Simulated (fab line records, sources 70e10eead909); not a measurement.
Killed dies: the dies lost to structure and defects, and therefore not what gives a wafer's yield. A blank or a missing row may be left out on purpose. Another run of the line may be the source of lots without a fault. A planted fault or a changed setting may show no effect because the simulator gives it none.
fab line records	flow nandHarc	part 1 of 2: steps 1 to 21 of 30
record: lots: 5	wafers: 15	lastDay: 24
route steps=1159 shown A_SLIT@787 A_SIN_REMOVE@804 A_WL_FILL@809
lots that met no fault: from a run of the same line without faults
startH: start of the lot's first displayed wafer, in hours after the record's first day	waitH: how many hours have passed since the lot's step before this one	" repeats the value in the row above	L1.1+2: a single row standing in for several wafers	- no value, or no start was given	* or withheld: withheld	< > ~ a bound
route shown NAME@n: NAME is a module with steps in the file, n the number in the route of the first one	usual: average and standard deviation across the fault-free wafers	same: alike in all rows	chamber/n: place in a boat	sites: per-site readings	_std_site: how widely they spread, as a standard deviation	_edge_site: the outer-site mean with the inner-site mean subtracted	radiusMm: how far each site lies from the wafer's centre	mask NAME#n: copy n	behind: the tool/chamber that last shaped the wafer	hold: why the lot was held/for how many hours/how that ended	device: whichever transistor did not switch (one of n, p or np)	end of line: the same wafers' tests at the end of the route	a step given without rows: its recipe and nothing more	killed: at the first sort, the dies lost to defects and structure; wafer yield is something else	map: a wafer's dies, marking killed ones x, the rest . and places with no die _
set.NAME: the setting that was run; set.NAME@STEP: the one run at that earlier step	model.NAME: the simulator's own value behind a step, which no gauge read
lots seen at some steps along the route; tables by step, rows by wafer
services: the hour from which a tool's chamber was out of use, counted from the record's first day as startH (under 0 if before that day), plus the number of hours and why
== steps ==
step: NHARC_A_SLIT_EXPOSE_06
recipe: na: 1.35	doseMj: 60.82	maskId: SLIT
lot.wafer	tool	chamber	startH	waitH	mask
L079.1+4+5	arfiScanner-02	0	342.51	-	SLIT#0
L081.3+4+5	arfiScanner-01	0	361.36	-	SLIT#0
L088.1+3+6	arfiScanner-01	0	410.41	-	SLIT#0
L090.2+4+6	arfiScanner-02	0	416.17	-	SLIT#0
L096.4+5+6	arfiScanner-01	0	434.92	-	SLIT#0
step: NHARC_A_SLIT_PEB_07
recipe: pebTempC: 100	pebTimeS: 65
usual: exhaustPa: 45.0/0.83	heaterPowerTotalW: 156.6/0.41
lot.wafer	tool	chamber	startH	waitH	exhaustPa	heaterPowerTotalW
L079.1	lithoTrack-04	0	342.57	0.1	46.0	156.6
L079.4	"	0	"	"	46.1	156.7
L079.5	"	0	"	"	46.4	156.9
L081.3	lithoTrack-01	0	361.41	0.0	47.1	156.5
L081.4	"	0	"	"	45.0	156.0
L081.5	"	0	"	"	46.1	156.4
L088.1	lithoTrack-06	0	410.47	0.1	45.3	156.8
L088.3	"	0	"	"	45.4	156.3
L088.6	"	0	"	"	45.0	156.6
L090.2	lithoTrack-06	0	416.23	0.1	44.5	157.0
L090.4	"	0	"	"	44.5	156.4
L090.6	"	0	"	"	44.5	157.0
L096.4	lithoTrack-04	0	434.97	0.0	45.7	157.0
L096.5	"	0	"	"	46.7	157.1
L096.6	"	0	"	"	44.0	156.0
step: NHARC_A_SLIT_DEVELOP_08
recipe: developTimeS: 35	devTempC: 23
usual: developerTempC: 22.98/0.11	exhaustPa: 45.0/0.92
lot.wafer	tool	chamber	startH	waitH	developerTempC	exhaustPa
L079.1	lithoTrack-04	0	-	-	22.96	46.4
L079.4	"	0	"	"	23.04	46.1
L079.5	"	0	"	"	22.87	45.5
L081.3	lithoTrack-01	0	-	-	23.11	44.6
L081.4	"	0	"	"	23.08	46.6
L081.5	"	0	"	"	23.04	44.1
L088.1	lithoTrack-06	0	-	-	22.96	43.6
L088.3	"	0	"	"	22.99	43.7
L088.6	"	0	"	"	22.99	44.4
L090.2	lithoTrack-06	0	-	-	22.96	45.4
L090.4	"	0	"	"	23.05	44.6
L090.6	"	0	"	"	22.75	44.2
L096.4	lithoTrack-04	0	-	-	23.01	45.4
L096.5	"	0	"	"	23.20	45.7
L096.6	"	0	"	"	23.00	44.9
step: NHARC_A_SLIT_CD_MEAS_09
recipe: targetCdNm: 300	landingEnergyEv: 500
usual: cdNm: 299.9/0.44
same: landingEnergyEv: 500
lot.wafer	tool	chamber	startH	waitH	cdNm
L079.1	cdSem-01	0	342.65	-	299.9
L079.4	"	0	"	"	299.8
L079.5	"	0	"	"	300.6
L081.3	cdSem-02	0	361.49	-	299.5
L081.4	"	0	"	"	300.1
L081.5	"	0	"	"	299.9
L088.1	cdSem-01	0	410.55	-	300.0
L088.3	"	0	"	"	299.9
L088.6	"	0	"	"	300.2
L090.2	cdSem-02	0	416.31	-	300.1
L090.4	"	0	"	"	300.6
L090.6	"	0	"	"	299.7
L096.4	cdSem-02	0	435.06	-	299.3
L096.5	"	0	"	"	299.1
L096.6	"	0	"	"	299.3
step: NHARC_A_SLIT_OVL_MEAS_10
usual: overlayXNm: -0.2/0.8	overlayYNm: 0.3/0.8
lot.wafer	tool	chamber	startH	waitH	overlayXNm	overlayYNm
L079.1	overlay-02	-	342.74	-	-1.3	0.1
L079.4	"	-	"	"	-1.4	0.5
L079.5	"	-	"	"	-1.1	0.1
L081.3	overlay-01	-	361.58	-	0.9	0.3
L081.4	"	-	"	"	0.7	0.2
L081.5	"	-	"	"	1.1	0.6
L088.1	overlay-01	-	410.64	-	0.4	-0.8
L088.3	"	-	"	"	0.0	-1.1
L088.6	"	-	"	"	0.5	-0.6
L090.2	overlay-02	-	416.40	-	0.4	0.0
L090.4	"	-	"	"	0.4	-0.1
L090.6	"	-	"	"	0.7	0.3
L096.4	overlay-01	-	435.14	-	0.1	0.0
L096.5	"	-	"	"	0.6	0.3
L096.6	"	-	"	"	0.8	-0.1
step: NHARC_A_SLIT_INSPECT_11
usual: rawDefectCount: 21/10
lot.wafer	tool	chamber	startH	waitH	rawDefectCount
L079.1	defectInspect-02	-	342.78	0.0	11
L079.4	"	-	"	"	14
L079.5	"	-	"	"	12
L081.3	defectInspect-02	-	361.61	0.0	27
L081.4	"	-	"	"	25
L081.5	"	-	"	"	27
L088.1	defectInspect-02	-	410.67	0.0	19
L088.3	"	-	"	"	21
L088.6	"	-	"	"	20
L090.2	defectInspect-02	-	416.43	0.0	9
L090.4	"	-	"	"	11
L090.6	"	-	"	"	17
L096.4	defectInspect-02	-	435.17	0.0	38
L096.5	"	-	"	"	38
L096.6	"	-	"	"	39
step: NHARC_A_SLIT_DESCUM_14
recipe: timeS: 3	o2FlowSccm: 200	arFlowSccm: 0	biasPowerW: 0	chemistry: O2
usual: drypumpMotorCurrentA: 5.5/0.65	oesProductAu: 1.000/0.0073	rfVppV: 58.1/0.82	showerheadPlenumPTorr: 1.96/0.069	throttleValvePct: 11.311/0.0088
lot.wafer	tool	chamber	startH	waitH	drypumpMotorCurrentA	oesProductAu	rfHoursCounterH	rfVppV	showerheadPlenumPTorr	throttleValvePct
L079.1	rieDiel-13	2	342.85	0.1	5.2	0.995	3	59.5	2.00	11.303
L079.4	"	0	"	"	4.8	0.996	3	58.4	1.84	11.302
L079.5	"	1	"	"	6.8	0.996	-	57.4	1.98	11.308
L081.3	rieDiel-06	1	361.69	0.1	6.2	0.998	8	58.2	2.00	11.326
L081.4	"	2	"	"	5.6	1.001	8	58.0	2.06	11.322
L081.5	"	0	"	"	5.9	0.990	-	57.9	1.98	11.307
L088.3	rieDiel-09	3	410.73	0.1	4.7	0.987	13	58.5	1.94	11.312
L088.1	"	2	"	"	5.4	0.997	14	58.2	1.84	11.315
L088.6	"	3	"	"	4.7	0.995	-	57.6	1.94	11.294
L090.4	rieDiel-09	0	416.50	0.1	5.1	1.003	12	57.4	2.04	11.312
L090.2	"	2	"	"	5.4	0.982	14	58.3	1.84	11.315
L090.6	"	0	"	"	5.1	1.002	-	59.4	2.04	11.316
L096.4	rieDiel-13	3	435.24	0.1	6.5	1.005	10	58.6	1.98	11.316
L096.5	"	2	"	"	5.2	0.993	-	59.2	2.00	11.304
L096.6	"	3	"	"	6.5	1.001	-	58.1	1.98	11.317
step: NHARC_A_SLIT_ETCH_24
recipe: targetDepthA: 1210	timeS: 60.5	cf4FlowSccm: 100	chf3FlowSccm: 30	arFlowSccm: 0	rfW: 500	biasW: 200	chemistry: CF4/CHF3
usual: chf3FlowSccm: 30.00/0.098	drypumpMotorCurrentA: 5.6/0.66	oesProductAu: 0.958/0.019	rfVppV: 371.5/2	showerheadPlenumPTorr: 1.61/0.055	throttleValvePct: 16.802/0.0095
lot.wafer	tool	chamber	startH	waitH	chf3FlowSccm	drypumpMotorCurrentA	oesProductAu	rfHoursCounterH	rfVppV	showerheadPlenumPTorr	throttleValvePct
L079.1	rieDiel-13	0	342.92	0.1	29.99	4.8	0.969	3	368.2	1.52	16.802
L079.4	"	2	"	"	30.11	5.2	0.952	3	372.9	1.64	16.816
L079.5	"	1	"	"	30.05	6.8	0.948	-	373.7	1.63	16.789
L081.4	rieDiel-06	1	361.76	0.1	29.95	6.2	0.971	8	372.3	1.64	16.800
L081.3	"	3	"	"	29.90	5.0	0.962	7	371.9	1.59	16.802
L081.5	"	1	"	"	30.01	6.1	0.973	-	372.5	1.64	16.826
L088.1	rieDiel-09	0	410.82	0.1	29.88	5.1	0.934	11	373.0	1.67	16.805
L088.3	"	1	"	"	30.03	5.7	0.938	12	368.3	1.52	16.795
L088.6	"	0	"	"	30.02	5.1	0.936	-	373.7	1.67	16.798
L090.4	rieDiel-09	2	416.58	0.1	30.14	5.4	0.968	14	367.7	1.51	16.818
L090.2	"	0	"	"	29.98	5.1	0.957	12	372.5	1.67	16.801
L090.6	"	2	"	"	30.03	5.4	0.974	-	368.8	1.52	16.790
L096.4	rieDiel-13	2	435.32	0.1	29.98	5.2	0.925	10	372.4	1.64	16.795
L096.6	"	1	"	"	30.01	6.8	0.927	-	372.4	1.62	16.802
L096.5	"	2	"	"	30.02	5.2	0.934	-	371.8	1.64	16.788
step: NHARC_A_SLIT_ETCH_15
recipe: targetDepthA: 32000	overEtchFrac: 0.3	timeS: 832	ionEnergyEv: 150	o2FlowSccm: 400	cosFlowSccm: 20	arFlowSccm: 0	rfW: 500	biasW: 300	chemistry: O2/COS
usual: drypumpMotorCurrentA: 5.6/0.64	oesProductAu: 0.999/0.0073	rfVppV: 314.9/1.7	showerheadPlenumPTorr: 3.17/0.11	throttleValvePct: 28.331/0.0099
lot.wafer	tool	chamber	startH	waitH	drypumpMotorCurrentA	oesProductAu	rfHoursCounterH	rfVppV	showerheadPlenumPTorr	throttleValvePct
L079.4	rieDiel-13	3	-	-	6.5	1.003	4	315.6	3.23	28.323
L079.1	"	1	"	"	6.8	1.006	3	317.8	3.23	28.307
L079.5	"	0	"	"	4.8	0.996	-	314.0	3.01	28.351
L081.3	rieDiel-06	1	-	-	6.1	0.995	8	315.6	3.25	28.338
L081.4	"	2	"	"	5.7	0.991	8	317.5	3.35	28.324
L081.5	"	3	"	"	5.0	1.003	-	314.4	3.15	28.322
L088.1	rieDiel-09	2	-	-	5.4	0.992	14	312.9	3.01	28.327
L088.3	"	3	"	"	4.7	0.995	13	315.0	3.17	28.322
L088.6	"	2	"	"	5.4	0.988	-	311.4	3.00	28.346
L090.4	rieDiel-09	0	-	-	5.1	0.991	12	316.2	3.31	28.334
L090.2	"	3	"	"	4.7	0.998	14	314.8	3.17	28.312
L090.6	"	1	"	"	5.7	1.004	-	313.9	3.02	28.331
L096.4	rieDiel-13	1	-	-	6.8	1.000	10	315.1	3.22	28.323
L096.6	"	2	"	"	5.2	1.002	-	316.9	3.25	28.321
L096.5	"	3	"	"	6.5	1.001	-	315.4	3.23	28.332
step: NHARC_A_SLIT_ETCH_17
recipe: biasV: 900	sourceW: withheld	pressureMtorr: 20	arFlowSccm: 375	c4f8FlowSccm: 83.3	o2FlowSccm: 41.7	timeS: 1687.5	targetDepthA: 1.01e+05	chemistry: C4F8/O2/Ar
usual: c4f8FlowSccm: 83.33/0.26	drypumpMotorCurrentA: 5.7/0.38	heBacksideLeakSccm: 5.6/0.5	showerheadPlenumPTorr: 3.59/0.1	throttleValvePct: 32.046/0.008
lot.wafer	tool	chamber	startH	waitH	c4f8FlowSccm	drypumpMotorCurrentA	heBacksideLeakSccm	rfHoursCounterH	showerheadPlenumPTorr	throttleValvePct
L079.1	harEtch-02	0	343.61	-	83.74	5.8	5.3	174	3.53	32.030
L079.4	"	0	"	"	83.86	5.8	5.1	-	3.53	32.048
L079.5	"	0	"	"	84.02	5.9	5.1	-	3.53	32.053
L081.3	harEtch-02	0	362.94	-	83.35	5.8	5.6	-	3.53	32.050
L081.4	"	1	"	"	83.50	6.2	6.4	-	3.52	32.046
L081.5	"	1	"	"	83.29	6.2	6.2	-	3.52	32.038
L088.1	harEtch-01	0	415.22	-	83.66	5.7	5.2	54	3.77	32.035
L088.3	"	1	"	"	83.10	5.2	5.1	-	3.56	32.039
L088.6	"	0	"	"	83.54	5.7	5.3	-	3.77	32.048
L090.2	harEtch-02	0	420.49	-	83.38	5.8	5.3	199	3.52	32.049
L090.4	"	1	"	"	83.36	6.2	6.3	-	3.51	32.043
L090.6	"	1	"	"	83.33	6.2	6.2	-	3.51	32.044
L096.4	harEtch-01	1	437.38	-	83.30	5.2	5.3	-	3.55	32.059
L096.5	"	0	"	"	83.46	5.6	5.3	-	3.76	32.054
L096.6	"	1	"	"	83.31	5.2	5.5	-	3.55	32.044
step: NHARC_A_SLIT_ETCH_26
recipe: biasV: 400	sourceW: 2000	pressureMtorr: 25	timeS: 90	arFlowSccm: 375	c4f8FlowSccm: 41.7	o2FlowSccm: 83.3	targetDepthA: 4000	chemistry: C4F8/O2/Ar
usual: biasV: 400/3.5	c4f8FlowSccm: 41.69/0.12	drypumpMotorCurrentA: 5.7/0.38	heBacksideLeakSccm: 5.6/0.51	showerheadPlenumPTorr: 3.62/0.11	throttleValvePct: 27.621/0.0097
lot.wafer	tool	chamber	startH	waitH	biasV	c4f8FlowSccm	drypumpMotorCurrentA	heBacksideLeakSccm	rfHoursCounterH	showerheadPlenumPTorr	throttleValvePct
L079.1	harEtch-02	0	345.10	1.2	397	41.58	5.8	5.4	175	3.56	27.623
L079.4	"	0	"	"	398	41.52	5.9	5.3	-	3.56	27.599
L079.5	"	0	"	"	400	41.68	5.9	5.2	-	3.56	27.624
L081.3	harEtch-02	0	364.00	0.8	403	41.52	5.9	5.5	-	3.55	27.603
L081.4	"	1	"	"	402	41.44	6.2	6.1	-	3.55	27.628
L081.5	"	1	"	"	398	41.43	6.2	6.4	-	3.55	27.639
L088.1	harEtch-01	0	416.50	1.0	398	41.70	5.6	5.5	55	3.80	27.625
L088.3	"	1	"	"	401	41.40	5.2	5.8	-	3.59	27.633
L088.6	"	0	"	"	396	41.75	5.6	5.2	-	3.80	27.614
L090.2	harEtch-02	0	421.76	1.0	396	41.77	5.8	5.4	200	3.55	27.623
L090.4	"	1	"	"	400	41.65	6.2	6.6	-	3.54	27.617
L090.6	"	1	"	"	402	41.79	6.2	6.6	-	3.54	27.602
L096.4	harEtch-01	1	438.22	0.6	399	41.73	5.2	5.6	-	3.58	27.633
L096.5	"	0	"	"	396	41.77	5.6	5.3	-	3.80	27.641
L096.6	"	1	"	"	403	41.68	5.2	5.4	-	3.58	27.628
step: NHARC_A_SLIT_STRIP_28
recipe: o2FlowSccm: 400	cosFlowSccm: 20	arFlowSccm: 0	biasW: 0	chemistry: O2/COS
lot.wafer	tool	chamber	startH	waitH
L079.1+4+5	rieDiel-13	0,1,2	345.64	0.5
L081.4+3+5	rieDiel-13	0,2,1	364.45	0.4
L088.1+3+6	rieDiel-06	3,2,3	416.99	0.5
L090.2+4+6	rieDiel-09	1,2,3	422.25	0.5
L096.4+5+6	rieDiel-06	2,3,0	438.68	0.4
step: NHARC_A_SLIT_ETCH_29
recipe: targetDepthA: 1000	overetchA: 100	timeS: 55	ionEnergyEv: 100	cf4FlowSccm: 80	o2FlowSccm: 20	arFlowSccm: 0	rfW: 300	biasW: 100	chemistry: CF4/O2
usual: drypumpMotorCurrentA: 5.6/0.65	oes_f_703_au: 1.000/0.0042	oesProductAu: 1.000/0.0084	rfVppV: 198.2/1.3	showerheadPlenumPTorr: 1.36/0.051	throttleValvePct: 13.397/0.0088
lot.wafer	tool	chamber	startH	waitH	drypumpMotorCurrentA	oes_f_703_au	oesProductAu	rfHoursCounterH	rfVppV	showerheadPlenumPTorr	throttleValvePct
L079.4	rieDiel-13	0	345.72	0.1	4.8	1.007	0.990	4	197.0	1.29	13.401
L079.1	"	1	"	"	6.8	1.000	1.001	3	198.5	1.38	13.412
L079.5	"	0	"	"	4.8	0.994	0.992	-	196.8	1.29	13.397
L081.3	rieDiel-13	1	364.55	0.1	6.8	0.999	1.011	4	198.4	1.38	13.395
L081.4	"	0	"	"	4.8	1.006	1.006	5	196.7	1.29	13.397
L081.5	"	1	"	"	6.8	1.000	0.999	-	199.8	1.38	13.387
L088.3	rieDiel-06	0	417.09	0.1	5.9	1.004	0.993	11	199.2	1.38	13.400
L088.1	"	1	"	"	6.1	1.000	0.992	12	197.9	1.39	13.391
L088.6	"	3	"	"	5.0	1.006	0.998	-	198.6	1.35	13.391
L090.2	rieDiel-09	1	422.37	0.1	5.7	0.991	1.009	14	195.8	1.29	13.393
L090.4	"	3	"	"	4.7	0.991	1.001	-	199.0	1.35	13.393
L090.6	"	1	"	"	5.8	1.000	1.003	-	198.2	1.29	13.392
L096.4	rieDiel-06	2	438.75	0.1	5.6	1.002	1.007	1	201.1	1.43	13.397
L096.5	"	1	"	"	6.2	0.999	1.002	-	198.2	1.39	13.402
L096.6	"	2	"	"	5.6	1.004	1.003	-	199.7	1.43	13.400
step: NHARC_A_SLIT_STRIP_18
recipe: o2FlowSccm: 500	arFlowSccm: 0	biasW: 0	chemistry: O2
usual: drypumpMotorCurrentA: 5.6/0.66	oesProductAu: 1.000/0.0068	rfVppV: 57.8/0.86	showerheadPlenumPTorr: 3.59/0.13	throttleValvePct: 17.035/0.0097
lot.wafer	tool	chamber	startH	waitH	drypumpMotorCurrentA	oesProductAu	rfHoursCounterH	rfVppV	showerheadPlenumPTorr	throttleValvePct
L079.1	rieDiel-13	3	-	-	6.5	1.007	4	58.4	3.65	17.047
L079.4	"	0	"	"	4.8	1.005	4	57.6	3.40	17.034
L079.5	"	0	"	"	4.8	0.993	-	57.8	3.40	17.042
L081.3	rieDiel-13	2	-	-	5.2	1.005	5	57.7	3.68	17.031
L081.4	"	3	"	"	6.5	1.005	5	59.0	3.65	17.028
L081.5	"	2	"	"	5.2	1.012	-	57.5	3.68	17.043
L088.1	rieDiel-06	0	-	-	6.0	1.000	11	57.8	3.64	17.044
L088.3	"	1	"	"	6.2	1.005	12	57.5	3.67	17.034
L088.6	"	0	"	"	6.0	0.999	-	57.8	3.64	17.038
L090.2	rieDiel-09	3	-	-	4.7	0.997	15	56.8	3.58	17.012
L090.6	"	2	"	"	5.4	0.992	-	57.5	3.40	17.045
L090.4	"	3	"	"	4.7	0.998	-	57.2	3.58	17.039
L096.4	rieDiel-06	3	-	-	5.0	1.005	1	58.6	3.56	17.036
L096.5	"	0	"	"	5.9	0.996	-	57.1	3.64	17.040
L096.6	"	1	"	"	6.1	0.986	-	57.6	3.67	17.024
step: NHARC_A_SLIT_PRECLEAN_19
recipe: timeS: *	tempC: 50	bathAgeMin: 0	chemistry: SC1
lot.wafer	tool	chamber	startH	waitH
L079.4+1+5	wetBench-03	3,4,6	346.11	-
L081.3+4+5	wetBench-02	5,6,7	364.97	-
L088.3+6+1	wetBench-03	4,6,1	417.48	-
L090.2+4+6	wetBench-03	2,6,7	422.82	-
L096.6+4+5	wetBench-09	5,7,2	439.13	-
step: NHARC_A_SLIT_SRD_20
lot.wafer	tool	chamber	startH	waitH
L079.4+1+5	wetBench-03	3,4,6	-	-
L081.3+4+5	wetBench-02	5,6,7	365.01	0.0
L088.3+6+1	wetBench-03	4,6,1	-	-
L090.2+4+6	wetBench-03	2,6,7	-	-
L096.6+4+5	wetBench-09	5,7,2	-	-
step: NHARC_A_SLIT_CD_MEAS_21
usual: cdNm: 289.5/0.71
lot.wafer	tool	chamber	startH	waitH	cdNm
L079.1	cdSem-02	-	346.25	-	290.6
L079.4	"	-	"	"	290.7
L079.5	"	-	"	"	290.4
L081.3	cdSem-02	-	365.12	0.1	290.0
L081.4	"	-	"	"	290.0
L081.5	"	-	"	"	290.1
L088.1	cdSem-03	-	417.62	-	288.6
L088.3	"	-	"	"	288.0
L088.6	"	-	"	"	288.1
L090.2	cdSem-02	-	422.97	-	290.4
L090.4	"	-	"	"	290.0
L090.6	"	-	"	"	290.9
L096.4	cdSem-02	-	439.28	-	289.1
L096.5	"	-	"	"	288.1
L096.6	"	-	"	"	288.3
step: NHARC_A_SIN_REMOVE_WET_00
recipe: tempC: 160	timeS: 15300	chemistry: H3PO4
lot.wafer	tool	chamber	startH	waitH
L079.1+4+5	wetH3po4-02	1	348.99	2.7
L081.3+4+5	wetH3po4-02	0	367.85	2.7
L088.1+3+6	wetH3po4-02	0	418.67	1.0
L090.2+4+6	wetH3po4-02	1	425.71	2.7
L096.4+5+6	wetH3po4-02	0	440.34	1.1
step: NHARC_A_SIN_REMOVE_PRECLEAN_01
recipe: timeS: *	tempC: 50	bathAgeMin: 0	chemistry: SC1
lot.wafer	tool	chamber	startH	waitH
L079.1+4+5	wetBench-07	0,2,3	353.82	0.0
L081.5+3+4	wetBench-07	1,2,3	372.65	0.0
L088.1+6+3	wetBench-05	2,3,6	423.47	0.0
L090.4+6+2	wetBench-07	2,3,6	430.45	0.0
L096.6+5+4	wetBench-06	2,3,4	445.10	0.0
step: NHARC_A_SIN_REMOVE_SRD_02
lot.wafer	tool	chamber	startH	waitH
L079.1+4+5	wetBench-07	0,2,3	-	-
L081.5+3+4	wetBench-07	1,2,3	-	-
L088.1+6+3	wetBench-05	2,3,6	-	-
L090.4+6+2	wetBench-07	2,3,6	-	-
L096.6+5+4	wetBench-06	2,3,4	-	-
step: NHARC_A_SIN_REMOVE_INSPECT_04
usual: rawDefectCount: 298/88
lot.wafer	tool	chamber	startH	waitH	rawDefectCount
L079.1	defectInspect-01	-	354.00	0.0	235
L079.4	"	-	"	"	264
L079.5	"	-	"	"	214
L081.3	defectInspect-02	-	372.83	0.0	339
L081.4	"	-	"	"	359
L081.5	"	-	"	"	296
L088.1	defectInspect-01	-	423.66	0.0	214
L088.3	"	-	"	"	417
L088.6	"	-	"	"	228
L090.2	defectInspect-02	-	430.63	0.0	213
L090.4	"	-	"	"	315
L090.6	"	-	"	"	362
L096.4	defectInspect-01	-	445.30	0.0	717
L096.5	"	-	"	"	422
L096.6	"	-	"	"	391
